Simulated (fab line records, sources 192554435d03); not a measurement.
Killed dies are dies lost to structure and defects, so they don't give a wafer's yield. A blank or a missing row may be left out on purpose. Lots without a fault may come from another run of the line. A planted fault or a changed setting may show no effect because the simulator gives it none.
fab line records | flow n5_finfet
record lots=5 wafers=15 last_day=19
route steps=1938 shown BEOL_M12@1625 PASSIVATION@1936
lots that met no fault: from a run of the same line without faults
start_h: hours from the record's first day to the start of the lot's first wafer shown | wait_h: hours since the lot's step before | " the same as in the row above | L1.1+2: a row that stands for several wafers | - no value, or no start given | * or withheld: withheld | < > ~ a bound
route shown NAME@n: a module of which the file shows steps, and the number in the route of the first | usual: mean/standard deviation of fault-free wafers | same: alike in all rows | chamber/n: place in a boat | sites: the reading at each site | _std_site: their standard deviation | _edge_site: outer sites' mean less inner sites' | radius_mm: how far each site lies from the wafer's centre | mask NAME#n: copy n | behind: the tool/chamber that last shaped the wafer | hold: why the lot was held/for how many hours/how that ended | device: the transistor (n, p or np) that didn't switch | end of line: the same wafers' tests at the end of the route | a step without rows: its recipe alone | killed: dies lost to structure and defects at the first sort, not the wafer's yield | map: a wafer's dies, x killed, . not, _ none there
set.NAME: the setting as run; set.NAME@STEP: as run at that earlier step | model.NAME: the simulator's own value behind a step, which no gauge read
lots at some steps of the route; a table a step, a row a wafer
services: from which hour (start_h, from the record's first day; less than 0 if before it) a tool's chamber was out of use, for how many hours, and why
## steps
# step N5_BEOL_M12_COAT_22
# recipe spin_rpm=2888 resist_thk_nm=300
# step N5_BEOL_M12_EBR_24
# recipe solvent=PGMEA ebr_width_mm=1.5
# step N5_BEOL_M12_SOFTBAKE_23
# recipe temp_c=130 time_s=60
# step N5_BEOL_M12_EXPOSE_25
# recipe mask_id=M12 na=0.93 source_shape=conventional sigma_outer=0.4 polarization=unpolarized dose_mj=21.8
# step N5_BEOL_M12_PEB_26
# recipe peb_temp_c=130 peb_time_s=90
# step N5_BEOL_M12_DEVELOP_27
# recipe develop_time_s=45 rinse_liquid=diw dry=air_spin dev_temp_c=21
# step N5_BEOL_M12_HARDBAKE_32
# recipe temp_c=130 time_s=120
# step N5_BEOL_M12_CD_MEAS_28
# recipe target_cd_nm=160.2 landing_energy_ev=500 detector=se_inlens polarity=opening
# usual cd_nm=160.3/1.6
# columns lot.wafer tool chamber start_h wait_h cd_nm
L502.1 cd_sem-01 0 257.06 - 162.4
L502.4 " 0 " " 160.7
L502.6 " 0 " " 161.0
L500.1 cd_sem-01 0 264.30 - 160.8
L500.4 " 0 " " 161.9
L500.6 " 0 " " 160.6
L506.1 cd_sem-03 0 297.30 - 160.0
L506.2 " 0 " " 159.9
L506.3 " 0 " " 160.5
L512.1 cd_sem-02 0 351.56 - 160.4
L512.5 " 0 " " 159.2
L512.6 " 0 " " 158.7
L522.1 cd_sem-01 0 405.48 - 161.5
L522.3 " 0 " " 160.5
L522.5 " 0 " " 159.6
# step N5_BEOL_M12_OVL_MEAS_29
# recipe points_per_wafer=44
# usual M12_OVL=1/5.6
# columns lot.wafer tool chamber start_h wait_h M12_OVL[nm]
L502.1 overlay-02 0 257.09 0.0 5
L502.4 " 0 " " -4
L502.6 " 0 " " -1
L500.1 overlay-01 0 264.33 0.0 -4
L500.4 " 0 " " -6
L500.6 " 0 " " 3
L506.1 overlay-01 0 297.34 0.0 -1
L506.2 " 0 " " 0
L506.3 " 0 " " -4
L512.1 overlay-02 0 351.59 0.0 -3
L512.5 " 0 " " -2
L512.6 " 0 " " -8
L522.1 overlay-01 0 405.51 0.0 3
L522.3 " 0 " " 4
L522.5 " 0 " " 9
# step N5_BEOL_M12_INSPECT_30
# recipe mode=adi inspect_instrument=macro
# usual raw_defect_count=2.1/1.5
# columns lot.wafer tool chamber start_h wait_h raw_defect_count
L502.1 defect_inspect-01 - 257.12 0.0 2
L502.4 " - " " 0
L502.6 " - " " 1
L500.1 defect_inspect-01 - 264.35 0.0 4
L500.4 " - " " 3
L500.6 " - " " 2
L506.1 defect_inspect-02 - 297.36 0.0 2
L506.2 " - " " 1
L506.3 " - " " 3
L512.1 defect_inspect-02 - 351.61 0.0 1
L512.5 " - " " 3
L512.6 " - " " 2
L522.1 defect_inspect-01 - 405.53 0.0 2
L522.3 " - " " 1
L522.5 " - " " 4
# step N5_BEOL_M12_DESCUM_33
# recipe chemistry=O2 time_s=7.9 source_power_w=50 bias_power_w=20 pressure_mtorr=20 rf_frequency_hz=2.712e+07 temp_c=40 o2_flow_sccm=225
# usual drypump_motor_current_A=5.5/0.31 oes_product_au=0.82/0.088 rf_fwd_power_W=49.34/0.24 rf_vpp_V=243.2/1.6 showerhead_plenum_p_Torr=2.10/0.084 throttle_valve_pct=20.31/0.26
# columns lot.wafer tool chamber start_h wait_h drypump_motor_current_A oes_product_au rf_fwd_power_W rf_hours_counter_h rf_vpp_V showerhead_plenum_p_Torr throttle_valve_pct
L502.1 rie_diel-04 1 257.24 0.1 5.9 0.70 49.17 227 241.8 1.97 20.31
L502.4 " 0 " " 5.5 0.70 48.82 246 242.8 2.06 20.43
L502.6 " 0 " " 5.5 0.71 49.06 - 241.5 2.06 20.45
L500.1 rie_diel-03 1 264.39 0.0 5.8 0.94 49.32 8 243.4 2.15 20.39
L500.4 " 3 " " 5.4 0.81 49.41 84 243.0 2.14 20.65
L500.6 " 3 " " 5.4 0.82 49.49 - 243.1 2.14 20.66
L506.1 rie_diel-01 1 297.39 0.0 5.7 0.99 49.32 2 246.4 2.24 20.04
L506.2 " 2 " " 5.8 0.70 49.59 223 241.5 1.98 20.52
L506.3 " 3 " " 5.2 0.82 49.33 81 241.8 2.01 20.19
L512.1 rie_diel-03 1 351.65 0.0 5.8 0.88 49.20 38 244.1 2.14 20.45
L512.5 " 1 " " 5.8 0.88 49.28 - 243.9 2.14 20.43
L512.6 " 0 " " 5.8 0.86 49.62 - 243.7 2.12 19.91
L522.1 rie_diel-01 0 405.57 0.0 5.3 0.89 49.58 36 243.4 2.12 20.03
L522.3 " 2 " " 5.8 0.96 49.59 4 244.6 2.23 20.18
L522.5 " 1 " " 5.6 0.88 49.33 - 244.8 2.22 20.11
# step N5_BEOL_M12_ETCH_67
# recipe chemistry=CF4 target=SiARC target_depth_a=1430 time_s=238.3 ion_energy_ev=80 pressure_mtorr=40 source_w=545 bias_w=36 Ar_flow_sccm=100 cf4_flow_sccm=100 ends=cleared
# usual bias_w=36.00/0.11 drypump_motor_current_A=5.5/0.31 etch_rf_on_time_s=235/6.1 oes_product_au=0.70/0.074 rf_fwd_power_W=543.2/1.6 rf_vpp_V=184.2/1.2 showerhead_plenum_p_Torr=2.15/0.077 throttle_valve_pct=15.49/0.24
# columns lot.wafer tool chamber start_h wait_h bias_w drypump_motor_current_A etch_rf_on_time_s oes_product_au rf_fwd_power_W rf_hours_counter_h rf_vpp_V showerhead_plenum_p_Torr throttle_valve_pct
L502.1 rie_diel-04 1 257.28 0.0 36.09 5.9 236 0.61 540.6 227 183.7 2.04 15.70
L502.4 " 0 " " 36.15 5.5 244 0.59 543.7 246 183.9 2.11 15.63
L502.6 " 0 " " 36.06 5.5 242 0.59 543.7 - 183.8 2.11 15.63
L500.1 rie_diel-03 1 264.42 0.0 35.90 5.8 224 0.84 541.8 8 186.0 2.20 15.51
L500.4 " 3 " " 35.99 5.4 231 0.69 540.2 84 185.5 2.15 15.54
L500.6 " 3 " " 36.00 5.4 231 0.71 543.5 - 183.5 2.15 15.54
L506.1 rie_diel-01 1 297.43 0.0 36.09 5.6 236 0.84 540.3 2 185.7 2.27 15.17
L506.2 " 2 " " 35.92 5.8 245 0.60 543.4 223 183.5 2.04 15.84
L506.3 " 3 " " 35.97 5.2 235 0.70 545.3 81 184.4 2.07 15.46
L512.1 rie_diel-03 1 351.68 0.0 35.95 5.8 229 0.76 542.8 38 185.0 2.19 15.56
L512.5 " 1 " " 36.03 5.8 231 0.76 546.4 - 184.7 2.19 15.56
L512.6 " 0 " " 35.84 5.9 240 0.71 543.2 - 184.4 2.16 15.08
L522.1 rie_diel-01 0 405.60 0.0 36.08 5.3 240 0.76 540.6 36 185.4 2.17 15.25
L522.3 " 2 " " 36.12 5.8 235 0.82 546.3 4 187.1 2.28 15.39
L522.5 " 1 " " 36.08 5.6 237 0.75 543.1 - 185.7 2.26 15.25
# step N5_BEOL_M12_ETCH_68
# recipe chemistry=N2/H2 target=SOC mask_material=SiARC source_w=3000 bias_w=350 temp_c=40 time_s=285 ion_energy_ev=200 pressure_mtorr=30 n2_flow_sccm=200 h2_flow_sccm=200
# usual bias_w=350.3/0.91 drypump_motor_current_A=5.5/0.31 oes_product_au=0.82/0.087 rf_fwd_power_W=2992/9.4 rf_vpp_V=524.2/2.6 showerhead_plenum_p_Torr=2.55/0.095 throttle_valve_pct=17.66/0.24
# columns lot.wafer tool chamber start_h wait_h bias_w drypump_motor_current_A oes_product_au rf_fwd_power_W rf_hours_counter_h rf_vpp_V showerhead_plenum_p_Torr throttle_valve_pct
L502.1 rie_diel-04 1 257.42 0.1 350.8 5.9 0.70 3010 227 519.9 2.41 17.73
L502.4 " 0 " " 350.8 5.5 0.70 2975 246 523.3 2.51 17.92
L502.6 " 0 " " 350.0 5.5 0.70 2994 - 521.6 2.51 17.93
L500.1 rie_diel-03 1 264.57 0.1 349.3 5.8 0.95 3001 8 525.4 2.60 17.70
L500.4 " 3 " " 349.9 5.4 0.82 2995 84 524.5 2.57 17.78
L500.6 " 3 " " 350.6 5.4 0.82 2992 - 526.1 2.57 17.78
L506.1 rie_diel-01 1 297.57 0.1 349.3 5.7 0.97 2996 3 527.3 2.71 17.28
L506.2 " 2 " " 351.7 5.8 0.70 2991 224 521.7 2.40 17.89
L506.3 " 3 " " 350.2 5.2 0.82 2993 81 519.9 2.46 17.49
L512.1 rie_diel-03 1 351.83 0.1 388.0 5.9 0.90 2994 39 559.2 2.59 17.75
L512.5 " 1 " " 385.7 5.8 0.90 2978 - 558.9 2.59 17.76
L512.6 " 0 " " 351.8 5.9 0.85 2997 - 524.8 2.58 17.35
L522.1 rie_diel-01 0 405.75 0.1 351.1 5.3 0.89 2984 37 523.2 2.59 17.53
L522.3 " 2 " " 351.0 5.8 0.96 3008 4 529.3 2.71 17.49
L522.5 " 1 " " 351.9 5.6 0.88 3004 - 528.8 2.69 17.36
# step N5_BEOL_M12_STRIP_69
# recipe chemistry=N2/H2 temp_c=40 n2_flow_sccm=200 h2_flow_sccm=200 rf_frequency_hz=6e+07
# step N5_PASSIVATION_PROBE_49
# usual defect_limited_yield=91.3/1.4 killed_at_M0_to_M3=33/11 killed_at_M4_up=15/6.2 killed_at_contacts=13/6.5 killed_at_front_end=38/11 killed_at_other=3.4/2.6 killed_dies=102/17 killed_open=67/12 killed_short=34/7.9 sort_bin_5_function=5.1/0.88 sort_bin_6_memory=3.3/0.65 sort_n_pass=1078/17 sort_yield_pct=91.3/1.4
# same gross_dies=1180 killed_at_back_side=0 sort_bin_4_leakage[%]=0 sort_bin_8_speed[%]=0
# columns lot.wafer tool chamber start_h wait_h defect_limited_yield[%] killed_at_M0_to_M3 killed_at_M4_up killed_at_contacts killed_at_front_end killed_at_other killed_dies killed_open killed_short sort_bin_5_function[%] sort_bin_6_memory[%] sort_n_pass sort_yield_pct[%]
L500.1 prober-02 - 297.59 0.0 90.8 26 7 34 34 7 108 72 36 5.5 3.5 1072 90.8
L500.4 prober-02 - 297.74 0.2 90.0 36 8 13 57 4 118 79 39 5.3 4.4 1062 90.0
L500.6 prober-02 - 297.84 0.3 90.8 38 15 8 48 0 109 75 29 4.7 3.7 1071 90.8
L512.1 prober-02 - 388.84 0.0 93.3 39 11 6 19 4 79 52 25 4.2 2.4 1101 93.3
L512.5 prober-02 - 389.04 0.2 94.2 17 9 13 24 5 68 43 25 3.6 1.9 1112 94.2
L512.6 prober-02 - 389.09 0.3 94.2 20 13 10 23 3 69 45 23 3.3 2.5 1111 94.2
L522.1 prober-01 - 449.93 0.0 90.8 33 12 14 43 7 109 65 43 5.8 3.0 1071 90.8
L522.3 prober-01 - 450.03 0.1 90.1 57 14 3 38 5 117 70 47 6.3 3.1 1063 90.1
L522.5 prober-01 - 450.13 0.2 91.3 28 17 8 42 8 103 65 38 5.3 3.3 1077 91.3
# killed by level:class
L500.1 MOL_CONTACT_COAG:geometric_particle:open=26 MOL_CONTACT_COAG:geometric_particle:short=8 BEOL_M3:geometric_particle:open=8 FIN_SAQP:geometric_particle:short=6 ILD0:geometric_particle:short=6 BEOL_M0_SAQP:geometric_particle:short=5 BEOL_M0_SAQP:geometric_particle:open=5 DUMMY_GATE:geometric_particle:open=4
L500.4 STI_FIN_REVEAL:geometric_particle:open=13 BEOL_M1:geometric_particle:open=12 MOL_CONTACT_COAG:geometric_particle:open=11 FIN_SAQP:geometric_particle:short=10 FIN_SAQP:geometric_particle:open=9 BEOL_M3:geometric_particle:open=9 GATE_CUT:geometric_particle:short=8 BEOL_M0:geometric_particle:open=5
L500.6 STI_FIN_REVEAL:geometric_particle:open=10 FIN_SAQP:geometric_particle:open=9 BEOL_M3:geometric_particle:open=9 FIN_SAQP:geometric_particle:short=8 MOL_CONTACT_COAG:geometric_particle:open=7 BEOL_M4:geometric_particle:open=7 BEOL_M0:geometric_particle:open=5 BEOL_M0_SAQP:geometric_particle:open=5
L512.1 BEOL_M1:geometric_particle:open=11 BEOL_M2:geometric_particle:open=8 FIN_SAQP:geometric_particle:open=5 BEOL_M0_SAQP:geometric_particle:open=5 BEOL_M0_SAQP:geometric_particle:short=5 BEOL_M3:geometric_particle:short=4 STI_FIN_REVEAL:geometric_particle:open=3 MOL_CONTACT_COAG:geometric_particle:short=3
L512.5 FIN_SAQP:geometric_particle:open=8 MOL_CONTACT_COAG:geometric_particle:open=8 MOL_CONTACT_COAG:geometric_particle:short=5 BEOL_M5:geometric_particle:short=5 BEOL_M0_SAQP:geometric_particle:open=4 STARTING-WAFER:geometric_particle:open=4 BEOL_M0_SAQP:geometric_particle:short=3 BEOL_M1:geometric_particle:open=3
L512.6 MOL_CONTACT_COAG:geometric_particle:open=7 FIN_SAQP:geometric_particle:open=4 BEOL_M1:geometric_particle:open=4 BEOL_M6:geometric_particle:open=4 STARTING-WAFER:geometric_particle:short=4 STARTING-WAFER:geometric_particle:open=4 GATE_CUT:geometric_particle:short=3 MOL_CONTACT_COAG:geometric_particle:short=3
L522.1 FIN_SAQP:geometric_particle:short=15 MOL_CONTACT_COAG:geometric_particle:open=12 BEOL_M2:geometric_particle:open=8 GATE_CUT:geometric_particle:short=6 BEOL_M0_SAQP:geometric_particle:open=6 BEOL_M1:geometric_particle:open=6 FIN_SAQP:geometric_particle:open=5 BEOL_M3:geometric_particle:open=4
L522.3 BEOL_M0_SAQP:geometric_particle:open=13 FIN_SAQP:geometric_particle:short=12 BEOL_M0_SAQP:geometric_particle:short=10 BEOL_M2:geometric_particle:open=8 BEOL_M4:geometric_particle:open=6 DUMMY_GATE:geometric_particle:open=6 BEOL_M1:geometric_particle:open=6 BEOL_M3:geometric_particle:open=6
L522.5 FIN_SAQP:geometric_particle:short=12 BEOL_M4:geometric_particle:open=8 MOL_CONTACT_COAG:geometric_particle:open=7 STI_FIN_REVEAL:geometric_particle:open=6 GATE_CUT:geometric_particle:short=5 BEOL_M2:geometric_particle:open=5 FIN_SAQP:geometric_particle:open=4 GATE_CUT:geometric_particle:open=4
## services
# columns tool chamber start_h hours kind
rie_diel-01 3 236.72 4.0 repair
rie_diel-01 1 259.55 - clean
rie_diel-01 1 259.55 - consumable_replace:focus_ring
rie_diel-01 1 259.55 - consumable_replace:showerhead
rie_diel-01 1 259.55 32.3 scheduled_down
rie_diel-01 1 259.55 32.3 vent_cycle
rie_diel-04 2 262.52 29.1 repair
rie_diel-03 0 285.15 18.7 repair
rie_diel-04 0 291.63 - clean
rie_diel-04 0 291.63 - consumable_replace:focus_ring
rie_diel-04 0 291.63 22.6 scheduled_down
rie_diel-04 0 291.63 22.6 vent_cycle
rie_diel-01 0 291.88 - clean
rie_diel-01 0 291.88 - consumable_replace:focus_ring
rie_diel-01 0 291.88 17.7 scheduled_down
rie_diel-01 0 291.88 17.7 vent_cycle
rie_diel-03 2 360.21 3.0 repair
rie_diel-01 2 368.58 - clean
rie_diel-01 2 368.58 - consumable_replace:focus_ring
rie_diel-01 2 368.58 - consumable_replace:showerhead
rie_diel-01 2 368.58 24.0 scheduled_down
rie_diel-01 2 368.58 24.0 vent_cycle
rie_diel-04 3 400.12 6.5 repair
rie_diel-03 - 404.61 0.9 repair
## key
first_sign step=N5_BEOL_M12_ETCH_68 reading=bias_w direction=up sigmas=40 usual=* struck=*
effect step=N5_BEOL_M12_ETCH_68 reading=rf_vpp_V direction=up sigmas=13 usual=524.2 struck=559.1
met_at N5_BEOL_M12_ETCH_68
struck_wafers L512.1,L512.5
onset_between 264.57 351.83
fault kind=process_parameter_drift tool=rie_diel-03 chamber=1 onset_h=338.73 steps=N5_BEOL_M12_ETCH_68 channel=bias_w offset=* shape=step end_h=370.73 acts_in=* stated=*
